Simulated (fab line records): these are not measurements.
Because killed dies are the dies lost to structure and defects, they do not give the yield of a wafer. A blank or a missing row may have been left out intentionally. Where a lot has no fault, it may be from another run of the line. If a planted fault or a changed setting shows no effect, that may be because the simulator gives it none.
Which of the tools did it? :: flow nand_harc :: 12 lots, 36 wafers sampled, at 5 steps of a route of 1159

## WHAT THE GAUGES SHOWED, per wafer
NHARC_A_BONDPAD_INSPECT_23. Usual: raw_defect_count 501, standard deviation 150.
lot: L932
measured: day 18 04:38
on: defect_inspect-01
raw_defect_count: 513 702 495
flag: 

lot: L933
measured: day 18 16:35
on: defect_inspect-02
raw_defect_count: 455 464 431
flag: 

lot: L935
measured: day 18 14:34
on: defect_inspect-02
raw_defect_count: 427 686
flag: 

lot: L946
measured: day 21 00:56
on: defect_inspect-02
raw_defect_count: 318 391 457
flag: 

lot: L945
measured: day 21 09:38
on: defect_inspect-02
raw_defect_count: 655 739 523
flag: 

lot: L947
measured: day 21 17:02
on: defect_inspect-02
raw_defect_count: 458 413 469
flag: 

lot: L948
measured: day 21 16:14
on: defect_inspect-01
raw_defect_count: 542 496 441
flag: 

lot: L950
measured: day 22 12:55
on: defect_inspect-02
raw_defect_count: 463 453 365
flag: 

lot: L949
measured: day 22 07:31
on: defect_inspect-01
raw_defect_count: 398 413 457
flag: 

lot: L952
measured: day 23 08:01
on: defect_inspect-02
raw_defect_count: 398 423 520
flag: 

lot: L953
measured: day 23 07:11
on: defect_inspect-01
raw_defect_count: 327 466 335
flag: 

lot: L954
measured: day 23 10:48
on: defect_inspect-01
raw_defect_count: 388 342 281
flag: 

NHARC_THIN_TSV_THK_MEAS_02: measures by ir. Usual: thk_nm 3004 nm, standard deviation 240.
lot: L932
measured: day 18 16:12
on: film_metro-02
thk_nm (nm): 3409 2910 3117
flag: 

lot: L933
measured: day 19 06:15
on: film_metro-01
thk_nm (nm): 2811 2867 2599
flag: 

lot: L935
measured: day 19 03:49
on: film_metro-02
thk_nm (nm): 3425 2958
flag: 

lot: L946
measured: day 21 13:01
on: film_metro-01
thk_nm (nm): 3433 3222 3148
flag: 

lot: L945
measured: day 21 22:14
on: film_metro-01
thk_nm (nm): 2830 3036 3163
flag: 

lot: L947
measured: day 22 04:53
on: film_metro-02
thk_nm (nm): 3318 3147 3088
flag: 

lot: L948
measured: day 22 03:43
on: film_metro-01
thk_nm (nm): 2892 3129 3057
flag: 

lot: L950
measured: day 22 21:59
on: film_metro-01
thk_nm (nm): 3163 3257 2993
flag: 

lot: L949
measured: day 22 20:46
on: film_metro-01
thk_nm (nm): 2926 2744 3060
flag: 

lot: L952
measured: day 23 23:07
on: film_metro-02
thk_nm (nm): 2997 3077 2822
flag: 

lot: L953
measured: day 23 21:55
on: film_metro-02
thk_nm (nm): 2455 2540 2675
flag: 

lot: L954
measured: day 24 00:19
on: film_metro-01
thk_nm (nm): 2990 3059 2849
flag: 

NHARC_END_SORT_01. Usual: defect_limited_yield 95.7 %, standard deviation 1.5; killed_at_array 26, standard deviation 9.9; killed_at_other 0.8, standard deviation 1; killed_at_periphery 2.8, standard deviation 2.2; killed_dies 29, standard deviation 9.9; killed_open 3.2, standard deviation 1.8; killed_short 2.1, standard deviation 1.4; sort_bin_2_pct 1.3 %, standard deviation 0.54; sort_bin_3_pct 0.23 %, standard deviation 0.2; sort_bin_4_pct 2.8 %, standard deviation 1; sort_n_pass 648, standard deviation 9.9; sort_rim_yield_pct 95 %, standard deviation 3.5; sort_yield_pct 95.7 %, standard deviation 1.5.
lot: L935
measured: day 19 19:42
on: prober-01
defect_limited_yield (%): 0 98.5 97.8
killed_at_array: 9 10 13
killed_at_other: 0 0 0
killed_at_periphery: 668 0 2
killed_dies: 677 10 15
killed_open: 0 1 4
killed_short: 3 1 3
sort_bin_2_pct (%): 99.1 0.4 0.9
sort_bin_3_pct (%): 0.15 0.30 0
sort_bin_4_pct (%): 0.7 0.7 1.3
sort_n_pass: 0 667 662
sort_rim_yield_pct (%): 0 100 99
sort_yield_pct (%): 0 98.5 97.8
flag: OFF

lot: L946
measured: day 22 08:06
on: prober-01
defect_limited_yield (%): 98.1 96.8 96.8
killed_at_array: 12 21 19
killed_at_other: 0 0 0
killed_at_periphery: 1 1 3
killed_dies: 13 22 22
killed_open: 2 6 6
killed_short: 2 4 7
sort_bin_2_pct (%): 1.0 0.6 1.0
sort_bin_3_pct (%): 0.15 0.15 0.15
sort_bin_4_pct (%): 0.7 2.5 2.1
sort_n_pass: 664 655 655
sort_rim_yield_pct (%): 97 96 99
sort_yield_pct (%): 98.1 96.8 96.8
flag: 

lot: L945
measured: day 22 16:44
on: prober-01
defect_limited_yield (%): 94.2 94.4 94.5
killed_at_array: 35 36 35
killed_at_other: 1 0 0
killed_at_periphery: 3 2 2
killed_dies: 39 38 37
killed_open: 4 2 4
killed_short: 3 1 1
sort_bin_2_pct (%): 1.6 1.3 1.8
sort_bin_3_pct (%): 0.30 0.59 0.30
sort_bin_4_pct (%): 3.8 3.7 3.4
sort_n_pass: 638 639 640
sort_rim_yield_pct (%): 94 93 92
sort_yield_pct (%): 94.2 94.4 94.5
flag: 

lot: L948
measured: day 22 23:43
on: prober-01
defect_limited_yield (%): 94.8 96.0 95.0
killed_at_array: 33 26 33
killed_at_other: 0 0 0
killed_at_periphery: 2 1 1
killed_dies: 35 27 34
killed_open: 6 1 5
killed_short: 3 3 2
sort_bin_2_pct (%): 1.3 1.5 1.8
sort_bin_3_pct (%): 0.30 0.15 0.15
sort_bin_4_pct (%): 3.5 2.4 3.1
sort_n_pass: 642 650 643
sort_rim_yield_pct (%): 91 94 93
sort_yield_pct (%): 94.8 96.0 95.0
flag: 

lot: L950
measured: day 23 12:40
on: prober-02
defect_limited_yield (%): 94.8 97.5 97.5
killed_at_array: 29 12 15
killed_at_other: 2 2 1
killed_at_periphery: 4 3 1
killed_dies: 35 17 17
killed_open: 4 2 0
killed_short: 2 2 2
sort_bin_2_pct (%): 2.2 1.0 0.7
sort_bin_3_pct (%): 0.44 0.15 0
sort_bin_4_pct (%): 2.5 1.3 1.8
sort_n_pass: 642 660 660
sort_rim_yield_pct (%): 95 97 93
sort_yield_pct (%): 94.8 97.5 97.5
flag: 

## TOOL THAT RAN EACH LOT (tool first, then ch and the chambers of the sampled wafers, then the start)
lot: L932
NHARC_P_BONDPAD_PVD_27: pvd_sputter-03, day 6 13:13
NHARC_A_BONDPAD_ETCH_34: rie_diel-12 ch 0,1, day 18 02:02

lot: L933
NHARC_P_BONDPAD_PVD_27: pvd_sputter-03, day 7 02:23
NHARC_A_BONDPAD_ETCH_34: rie_diel-12 ch 2,3, day 18 14:05

lot: L935
NHARC_P_BONDPAD_PVD_27: pvd_sputter-03, day 7 03:56
NHARC_A_BONDPAD_ETCH_34: rie_diel-12 ch 2,3, day 18 11:57

lot: L946
NHARC_P_BONDPAD_PVD_27: pvd_sputter-02, day 9 16:33
NHARC_A_BONDPAD_ETCH_34: rie_diel-12 ch 0,2, day 20 22:25

lot: L945
NHARC_P_BONDPAD_PVD_27: pvd_sputter-01, day 9 17:08
NHARC_A_BONDPAD_ETCH_34: rie_diel-09 ch 0,1,3, day 21 07:07

lot: L947
NHARC_P_BONDPAD_PVD_27: pvd_sputter-03, day 10 08:38
NHARC_A_BONDPAD_ETCH_34: rie_diel-12 ch 0,3, day 21 14:30

lot: L948
NHARC_P_BONDPAD_PVD_27: pvd_sputter-03, day 10 09:49
NHARC_A_BONDPAD_ETCH_34: rie_diel-12 ch 1,2,3, day 21 13:44

lot: L950
NHARC_P_BONDPAD_PVD_27: pvd_sputter-01, day 10 19:26
NHARC_A_BONDPAD_ETCH_34: rie_diel-12 ch 1,2,3, day 22 10:06

lot: L949
NHARC_P_BONDPAD_PVD_27: pvd_sputter-03, day 10 20:07
NHARC_A_BONDPAD_ETCH_34: rie_diel-12 ch 1,3, day 22 04:58

lot: L952
NHARC_P_BONDPAD_PVD_27: pvd_sputter-01, day 11 10:46
NHARC_A_BONDPAD_ETCH_34: rie_diel-09 ch 0,1,3, day 23 05:27

lot: L953
NHARC_P_BONDPAD_PVD_27: pvd_sputter-02, day 11 16:04
NHARC_A_BONDPAD_ETCH_34: rie_diel-12 ch 1,2,3, day 23 04:43

lot: L954
NHARC_P_BONDPAD_PVD_27: pvd_sputter-03, day 11 21:18
NHARC_A_BONDPAD_ETCH_34: rie_diel-12 ch 0,1,3, day 23 08:18
- NHARC_P_BONDPAD_PVD_27: deposits Cu, target thk 30 nm, time 20.49 s.
- NHARC_A_BONDPAD_ETCH_34: etches the open film in N2/H2, target depth 60 nm, overetch 18 nm, time 65.91 s.

## WHAT THE TOOLS THEMSELVES READ (means of the sampled wafers that have a number; where no wafer has one, the mark that the record gives instead)
NHARC_P_BONDPAD_PVD_27. Usual: throttle_valve_pct 30.6 %, standard deviation 1.2.
lot: L932
tool: pvd_sputter-03
throttle_valve_pct (%): 30.5
flag: 

lot: L933
tool: pvd_sputter-03
throttle_valve_pct (%): 30.9
flag: 

lot: L935
tool: pvd_sputter-03
throttle_valve_pct (%): 31.6
flag: 

lot: L946
tool: pvd_sputter-02
throttle_valve_pct (%): 29.2
flag: 

lot: L945
tool: pvd_sputter-01
throttle_valve_pct (%): 30.0
flag: 

lot: L947
tool: pvd_sputter-03
throttle_valve_pct (%): 30.7
flag: 

lot: L948
tool: pvd_sputter-03
throttle_valve_pct (%): 31.5
flag: 

lot: L950
tool: pvd_sputter-01
throttle_valve_pct (%): 30.0
flag: 

lot: L949
tool: pvd_sputter-03
throttle_valve_pct (%): 31.1
flag: 

lot: L952
tool: pvd_sputter-01
throttle_valve_pct (%): 30.7
flag: 

lot: L953
tool: pvd_sputter-02
throttle_valve_pct (%): 30.0
flag: 

lot: L954
tool: pvd_sputter-03
throttle_valve_pct (%): 30.9
flag: 

NHARC_A_BONDPAD_ETCH_34. Usual: chamber_pressure_mTorr 30.001 mTorr (standard deviation 0.029); drypump_motor_current_A 5.9 A (standard deviation 0.4); mfc_ar_sccm 0.010 sccm (standard deviation 0.015); oes_product_au 1.001 a.u. (standard deviation 0.0064); rf_vpp_V 431.1 V (standard deviation 1.9); showerhead_plenum_p_Torr 2.06 Torr (standard deviation 0.06); throttle_valve_pct 14.171 % (standard deviation 0.0087).
lot: L932
tool: rie_diel-12
chamber_pressure_mTorr (mTorr): 30.011
drypump_motor_current_A (A): 6.1
mfc_ar_sccm (sccm): 0.001
oes_product_au (a.u.): 0.998
rf_vpp_V (V): 433.5
showerhead_plenum_p_Torr (Torr): 2.13
throttle_valve_pct (%): 14.174
flag: 

lot: L933
tool: rie_diel-12
chamber_pressure_mTorr (mTorr): 30.003
drypump_motor_current_A (A): 5.8
mfc_ar_sccm (sccm): 0.012
oes_product_au (a.u.): 1.005
rf_vpp_V (V): 431.0
showerhead_plenum_p_Torr (Torr): 2.04
throttle_valve_pct (%): 14.177
flag: 

lot: L935
tool: rie_diel-12
chamber_pressure_mTorr (mTorr): 29.986
drypump_motor_current_A (A): 6.0
mfc_ar_sccm (sccm): 0.018
oes_product_au (a.u.): 1.004
rf_vpp_V (V): 431.3
showerhead_plenum_p_Torr (Torr): 2.04
throttle_valve_pct (%): 14.165
flag: 

lot: L946
tool: rie_diel-12
chamber_pressure_mTorr (mTorr): 30.013
drypump_motor_current_A (A): 6.3
mfc_ar_sccm (sccm): 0.012
oes_product_au (a.u.): 1.004
rf_vpp_V (V): 433.2
showerhead_plenum_p_Torr (Torr): 2.13
throttle_valve_pct (%): 14.171
flag: 

lot: L945
tool: rie_diel-09
chamber_pressure_mTorr (mTorr): 30.003
drypump_motor_current_A (A): 5.9
mfc_ar_sccm (sccm): 0.010
oes_product_au (a.u.): 0.992
rf_vpp_V (V): 430.4
showerhead_plenum_p_Torr (Torr): 2.02
throttle_valve_pct (%): 14.170
flag: 

lot: L947
tool: rie_diel-12
chamber_pressure_mTorr (mTorr): 29.994
drypump_motor_current_A (A): 5.8
mfc_ar_sccm (sccm): 0.000
oes_product_au (a.u.): 1.002
rf_vpp_V (V): 432.2
showerhead_plenum_p_Torr (Torr): 2.08
throttle_valve_pct (%): 14.173
flag: 

lot: L948
tool: rie_diel-12
chamber_pressure_mTorr (mTorr): 30.022
drypump_motor_current_A (A): 5.8
mfc_ar_sccm (sccm): 0.013
oes_product_au (a.u.): 0.996
rf_vpp_V (V): 430.9
showerhead_plenum_p_Torr (Torr): 2.04
throttle_valve_pct (%): 14.165
flag: 

lot: L950
tool: rie_diel-12
chamber_pressure_mTorr (mTorr): 29.980
drypump_motor_current_A (A): 5.8
mfc_ar_sccm (sccm): 0.013
oes_product_au (a.u.): 1.001
rf_vpp_V (V): 430.5
showerhead_plenum_p_Torr (Torr): 2.04
throttle_valve_pct (%): 14.178
flag: 

lot: L949
tool: rie_diel-12
chamber_pressure_mTorr (mTorr): 30.008
drypump_motor_current_A (A): 5.5
mfc_ar_sccm (sccm): 0.001
oes_product_au (a.u.): 1.003
rf_vpp_V (V): 431.2
showerhead_plenum_p_Torr (Torr): 2.04
throttle_valve_pct (%): 14.173
flag: 

lot: L952
tool: rie_diel-09
chamber_pressure_mTorr (mTorr): 30.020
drypump_motor_current_A (A): 5.9
mfc_ar_sccm (sccm): 0.010
oes_product_au (a.u.): 0.990
rf_vpp_V (V): 428.5
showerhead_plenum_p_Torr (Torr): 2.01
throttle_valve_pct (%): 14.181
flag: 

lot: L953
tool: rie_diel-12
chamber_pressure_mTorr (mTorr): 30.012
drypump_motor_current_A (A): 5.8
mfc_ar_sccm (sccm): 0.013
oes_product_au (a.u.): 1.000
rf_vpp_V (V): 430.8
showerhead_plenum_p_Torr (Torr): 2.04
throttle_valve_pct (%): 14.173
flag: 

lot: L954
tool: rie_diel-12
chamber_pressure_mTorr (mTorr): 30.016
drypump_motor_current_A (A): 5.8
mfc_ar_sccm (sccm): 0.001
oes_product_au (a.u.): 1.004
rf_vpp_V (V): 432.9
showerhead_plenum_p_Torr (Torr): 2.08
throttle_valve_pct (%): 14.176
flag: 

## THE ANSWER, worked out from the rows above alone
Rule: a lot is off if the mean of its wafers that have a number lies more than 3 standard deviations from the usual mean. Also off: a lot with no number at a reading for which 4 or more lots have one. Where the step has rows for the other lots, those lots are counted as sound. The gauges are gone through in route order, then the tools' own readings, and for those a lot's mean is taken as printed above. At the first step where some lot is off, the reading lying furthest off is the one used; lots without a number count as furthest.
Off at NHARC_END_SORT_01 (killed_at_periphery): L935. Neither off nor sound, because the step has no rows for them: L932, L933, L947, L949, L952, L953, L954.
If a tool, at a process step before that reading, ran all the lots that are off and no sound lot after the first of them, it fits. The gauges at NHARC_END_SORT_01 are tried like those tools. Of those tried, none fits.

## WHAT HAD BEEN PUT IN BY THE SIMULATOR
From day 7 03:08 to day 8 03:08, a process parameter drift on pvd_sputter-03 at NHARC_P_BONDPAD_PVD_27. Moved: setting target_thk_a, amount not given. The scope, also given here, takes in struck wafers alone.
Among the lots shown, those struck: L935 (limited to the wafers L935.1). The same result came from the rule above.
